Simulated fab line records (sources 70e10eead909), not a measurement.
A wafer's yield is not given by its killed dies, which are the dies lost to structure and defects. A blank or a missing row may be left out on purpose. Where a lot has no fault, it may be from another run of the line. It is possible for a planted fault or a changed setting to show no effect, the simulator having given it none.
Shared-tool check || flow nandHarc || Sample size 12 lots and 36 wafers

## THE REASON FOR OPENING IT
On 2 of the 12 lots, a flag is raised at NHARC_A_ZERO_WELL_INSPECT_17 on the reading rawDefectCount. Wafers without a fault read 11, standard deviation 6.
Rule: a lot is flagged in two cases, either no wafer of it has a number, or all its wafers with numbers fall more than 4 standard deviations from that mean. The rest of the lots are taken to be sound.

{"lot": "L694", "measured": "day 6 04:24", "on": "defectInspect-01", "rawDefectCount, wafer by wafer": "8 17 10", "flag": ""}
{"lot": "L698", "measured": "day 7 14:06", "on": "defectInspect-01", "rawDefectCount, wafer by wafer": "1 15 14", "flag": ""}
{"lot": "L696", "measured": "day 7 14:37", "on": "defectInspect-01", "rawDefectCount, wafer by wafer": "14 8 7", "flag": ""}
{"lot": "L697", "measured": "day 7 14:56", "on": "defectInspect-02", "rawDefectCount, wafer by wafer": "8 15 20", "flag": ""}
{"lot": "L700", "measured": "day 7 23:01", "on": "defectInspect-02", "rawDefectCount, wafer by wafer": "7 6 10", "flag": ""}
{"lot": "L702", "measured": "day 8 09:28", "on": "defectInspect-01", "rawDefectCount, wafer by wafer": "9 11 19", "flag": ""}
{"lot": "L705", "measured": "day 9 03:41", "on": "defectInspect-02", "rawDefectCount, wafer by wafer": "1209 1232 1160", "flag": "FLAGGED"}
{"lot": "L704", "measured": "day 9 06:09", "on": "defectInspect-01", "rawDefectCount, wafer by wafer": "15 7 5", "flag": ""}
{"lot": "L708", "measured": "day 10 03:23", "on": "defectInspect-02", "rawDefectCount, wafer by wafer": "1170 1203 1202", "flag": "FLAGGED"}
{"lot": "L710", "measured": "day 10 22:20", "on": "defectInspect-01", "rawDefectCount, wafer by wafer": "5 9 10", "flag": ""}
{"lot": "L714", "measured": "day 11 15:01", "on": "defectInspect-01", "rawDefectCount, wafer by wafer": "4 7 16", "flag": ""}
{"lot": "L717", "measured": "day 12 05:47", "on": "defectInspect-02", "rawDefectCount, wafer by wafer": "5 14 5", "flag": ""}
Flagged lots average 1196: +1185 relative to the usual, that is +99 or more standard deviations.

## LOT BY LOT: THE TOOL USED
The record holds 2 process steps before the reading, out of a route of 1159 steps. Cell contents, in order: the tool; ch with the chambers the sampled wafers went through; the start.
{"lot": "L694", "flag": "", "NHARC_A_ZERO_WELL_DESCUM_12": "rieDiel-07 ch 1,3, day 6 03:07", "NHARC_A_ZERO_WELL_PRECLEAN_22": "wetBench-09 ch 1,2,7, day 6 04:04"}
{"lot": "L698", "flag": "", "NHARC_A_ZERO_WELL_DESCUM_12": "rieDiel-04 ch 1,3, day 7 12:44", "NHARC_A_ZERO_WELL_PRECLEAN_22": "wetBench-03 ch 1,2,4, day 7 13:47"}
{"lot": "L696", "flag": "", "NHARC_A_ZERO_WELL_DESCUM_12": "rieDiel-09 ch 0,2, day 7 13:19", "NHARC_A_ZERO_WELL_PRECLEAN_22": "wetBench-09 ch 3,4,6, day 7 14:17"}
{"lot": "L697", "flag": "", "NHARC_A_ZERO_WELL_DESCUM_12": "rieDiel-04 ch 0,1,3, day 7 13:36", "NHARC_A_ZERO_WELL_PRECLEAN_22": "wetBench-09 ch 1,3,5, day 7 14:37"}
{"lot": "L700", "flag": "", "NHARC_A_ZERO_WELL_DESCUM_12": "rieDiel-07 ch 0,2, day 7 21:41", "NHARC_A_ZERO_WELL_PRECLEAN_22": "wetBench-03 ch 5,6,7, day 7 22:42"}
{"lot": "L702", "flag": "", "NHARC_A_ZERO_WELL_DESCUM_12": "rieDiel-07 ch 0,2,3, day 8 08:10", "NHARC_A_ZERO_WELL_PRECLEAN_22": "wetBench-06 ch 0,3,4, day 8 09:07"}
{"lot": "L705", "flag": "FLAGGED", "NHARC_A_ZERO_WELL_DESCUM_12": "rieDiel-04 ch 2,3, day 9 01:53", "NHARC_A_ZERO_WELL_PRECLEAN_22": "wetBench-06 ch 4,5,7, day 9 03:21"}
{"lot": "L704", "flag": "", "NHARC_A_ZERO_WELL_DESCUM_12": "rieDiel-07 ch 0,1,3, day 9 04:51", "NHARC_A_ZERO_WELL_PRECLEAN_22": "wetBench-09 ch 1,2,3, day 9 05:49"}
{"lot": "L708", "flag": "FLAGGED", "NHARC_A_ZERO_WELL_DESCUM_12": "rieDiel-04 ch 1,2,3, day 10 02:05", "NHARC_A_ZERO_WELL_PRECLEAN_22": "wetBench-06 ch 0,5,7, day 10 03:03"}
{"lot": "L710", "flag": "", "NHARC_A_ZERO_WELL_DESCUM_12": "rieDiel-09 ch 0,3, day 10 21:02", "NHARC_A_ZERO_WELL_PRECLEAN_22": "wetBench-09 ch 1,2,3, day 10 22:00"}
{"lot": "L714", "flag": "", "NHARC_A_ZERO_WELL_DESCUM_12": "rieDiel-09 ch 0,1,3, day 11 13:41", "NHARC_A_ZERO_WELL_PRECLEAN_22": "wetBench-09 ch 4,6,7, day 11 14:41"}
{"lot": "L717", "flag": "", "NHARC_A_ZERO_WELL_DESCUM_12": "rieDiel-07 ch 0,3, day 12 04:00", "NHARC_A_ZERO_WELL_PRECLEAN_22": "wetBench-09 ch 2,3,5, day 12 05:26"}
What is done by these steps:
- NHARC_A_ZERO_WELL_DESCUM_12: chemistry O2, time 3 s.
- NHARC_A_ZERO_WELL_PRECLEAN_22: cleans in SC1, time 60 s.
- NHARC_A_ZERO_WELL_INSPECT_17

## FLAGGED AGAINST TOTAL, ONE TOOL AT A TIME (gauges that did the reading follow at the end)
{"step": "NHARC_A_ZERO_WELL_DESCUM_12", "tool": "rieDiel-04", "lots run": 4, "flagged": 2, "share of the flagged lots": "all", "sound lots run after its first flagged lot": 0}
{"step": "NHARC_A_ZERO_WELL_DESCUM_12", "tool": "rieDiel-07", "lots run": 5, "flagged": 0, "share of the flagged lots": "none", "sound lots run after its first flagged lot": "-"}
{"step": "NHARC_A_ZERO_WELL_DESCUM_12", "tool": "rieDiel-09", "lots run": 3, "flagged": 0, "share of the flagged lots": "none", "sound lots run after its first flagged lot": "-"}
{"step": "NHARC_A_ZERO_WELL_PRECLEAN_22", "tool": "wetBench-03", "lots run": 2, "flagged": 0, "share of the flagged lots": "none", "sound lots run after its first flagged lot": "-"}
{"step": "NHARC_A_ZERO_WELL_PRECLEAN_22", "tool": "wetBench-06", "lots run": 3, "flagged": 2, "share of the flagged lots": "all", "sound lots run after its first flagged lot": 0}
{"step": "NHARC_A_ZERO_WELL_PRECLEAN_22", "tool": "wetBench-09", "lots run": 7, "flagged": 0, "share of the flagged lots": "none", "sound lots run after its first flagged lot": "-"}
{"step": "NHARC_A_ZERO_WELL_INSPECT_17", "tool": "defectInspect-01", "lots run": 7, "flagged": 0, "share of the flagged lots": "none", "sound lots run after its first flagged lot": "-"}
{"step": "NHARC_A_ZERO_WELL_INSPECT_17", "tool": "defectInspect-02", "lots run": 5, "flagged": 2, "share of the flagged lots": "all", "sound lots run after its first flagged lot": "1 (L717)"}

## WHAT THE TABLE PERMITS
Every flagged lot was run by 3 rows of the table: rieDiel-04 at NHARC_A_ZERO_WELL_DESCUM_12, wetBench-06 at NHARC_A_ZERO_WELL_PRECLEAN_22 and defectInspect-02 at NHARC_A_ZERO_WELL_INSPECT_17.
- rieDiel-04 at NHARC_A_ZERO_WELL_DESCUM_12: 2 of its 4 lots flagged. A fault beginning between L697 (day 7 13:36), its last sound lot, and L705 (day 9 01:53), its first flagged one, fits the data.
- wetBench-06 at NHARC_A_ZERO_WELL_PRECLEAN_22: 2 of its 3 lots flagged. A fault beginning between L702 (day 8 09:07), its last sound lot, and L705 (day 9 03:21), its first flagged one, fits the data.
- defectInspect-02 at NHARC_A_ZERO_WELL_INSPECT_17: 2 of its 5 lots flagged. Sound lots ran on it after the first flagged one (L717), which a lasting fault on the whole tool wouldn't allow.
Because each of these 2 tools fits a fault that began at some hour, counting lots does not separate them. More lots, or a look at what each step does to the wafer, might.

## WHAT THE SIMULATOR PUT IN
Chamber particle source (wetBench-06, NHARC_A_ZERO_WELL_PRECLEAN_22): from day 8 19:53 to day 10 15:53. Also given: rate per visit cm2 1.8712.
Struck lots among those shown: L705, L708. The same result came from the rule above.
